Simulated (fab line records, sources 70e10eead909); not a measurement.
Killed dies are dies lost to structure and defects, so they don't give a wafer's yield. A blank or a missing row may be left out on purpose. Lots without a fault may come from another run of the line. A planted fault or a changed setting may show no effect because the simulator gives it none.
A struck lot beside a sound one | flow nand_harc | 15 steps out of a route of 1302
Sound: wafers L110.4, L110.5, L110.6. Struck: wafer L124.5. (L124.2, L124.6 of the same lot were not struck and are left out.) The cause comes at the end.
At each step with rows: each side's tool, then ch and its chambers, then its first start. Under that, the readings that differ: sound wafers | struck wafers | difference of the means | sigmas: that difference in standard deviations of wafers without a fault.
alike: readings whose means differ by less than 2 such deviations, and words and numbers that are the same on both sides. not compared: withheld readings, readings that some wafer has no value for, bounds like >300 that may hide the same value, and numbers for which the record gives no deviation and whose values overlap.
The two part at a step that has a row with sigmas, a row that says differs or no value, or rows on one side only. Numbers that don't overlap but have no deviation are shown without sigmas and don't part them. A reading that every wafer of one side lacks parts them only if that side has two wafers or more.

first, 6 steps without rows for these wafers: NHARC_A_CONTACT_COAT_02 (resist thk 90 nm); NHARC_A_CONTACT_SOFTBAKE_03 (time 55 s); NHARC_A_CONTACT_EBR_04; NHARC_A_CONTACT_EXPOSE_05 (exposes mask A CC); NHARC_A_CONTACT_PEB_06 (peb time 65 s); NHARC_A_CONTACT_DEVELOP_07 (develop time 35 s).
NHARC_A_CONTACT_CD_MEAS_08: target cd 200 nm.
  sound on cd_sem-01 ch 0, day 23 14:47; struck on cd_sem-03 ch 0, day 28 16:42
  alike: cd_nm
NHARC_A_CONTACT_OVL_MEAS_09:
  sound on overlay-02, day 23 14:53; struck on overlay-01, day 28 16:47
  reading           | sound          | struck | difference | sigmas
  overlay_y_nm (nm) | -1.6 -2.0 -1.1 | 0.6    | +2.2       | +2
  alike: overlay_x_nm
NHARC_A_CONTACT_INSPECT_10:
  sound on defect_inspect-02, day 23 14:55; struck on defect_inspect-02, day 28 16:49
  alike: raw_defect_count
NHARC_A_CONTACT_DESCUM_13: chemistry O2, time 3 s.
  sound on rie_diel-02 ch 0,1,2, day 23 15:01; struck on rie_diel-02 ch 0, day 28 16:55
  alike: drypump_motor_current_A, oes_product_au, rf_vpp_V, showerhead_plenum_p_Torr, throttle_valve_pct
  not compared: rf_hours_counter_h
NHARC_A_CONTACT_ETCH_88: etches the open film in CF4, target depth 39 nm, time 65 s.
  sound on rie_diel-02 ch 0,1,2, day 23 15:06; struck on rie_diel-02 ch 3, day 28 16:58
  alike: drypump_motor_current_A, oes_product_au, rf_vpp_V, showerhead_plenum_p_Torr, throttle_valve_pct
  not compared: rf_hours_counter_h
NHARC_A_CONTACT_ETCH_89: etches the open film in N2/H2, target depth 260 nm, time 475.3 s.
  sound on rie_diel-02 ch 0,1,2; struck on rie_diel-02 ch 2
  alike: drypump_motor_current_A, oes_product_au, rf_vpp_V, showerhead_plenum_p_Torr, throttle_valve_pct
  not compared: rf_hours_counter_h
NHARC_A_CONTACT_ETCH_30: etches the open film in CF4/CHF3, target depth 72.6 nm, time 36.3 s.
  sound on rie_diel-02 ch 0,1,2, day 23 15:37; struck on rie_diel-02 ch 0, day 28 17:25
  reading               | sound             | struck | difference | sigmas
  oes_product_au (a.u.) | 0.917 0.924 0.932 | 0.801  | -0.123     | -7
  alike: drypump_motor_current_A, rf_vpp_V, showerhead_plenum_p_Torr, throttle_valve_pct
  not compared: rf_hours_counter_h
NHARC_A_CONTACT_ETCH_31: etches the open film in O2/COS, target depth 2800 nm, time 728 s.
  sound on rie_diel-02 ch 0,1,2; struck on rie_diel-02 ch 1
  alike: drypump_motor_current_A, oes_product_au, rf_vpp_V, showerhead_plenum_p_Torr, throttle_valve_pct
  not compared: rf_hours_counter_h
-- the record jumps here: 2 days lie between the struck wafers' starts before and after (it left off in module A_CONTACT and takes up again in module END, whose first step shown is number 1302 of the route) --
NHARC_END_SORT_01:
  the record has rows for the struck wafers here (prober-01 ch 0, day 30 21:18) and none for the sound ones

WHERE THEY PART
First at NHARC_A_CONTACT_OVL_MEAS_09; last, within this record, at NHARC_END_SORT_01.

WHY: what the simulator had put in
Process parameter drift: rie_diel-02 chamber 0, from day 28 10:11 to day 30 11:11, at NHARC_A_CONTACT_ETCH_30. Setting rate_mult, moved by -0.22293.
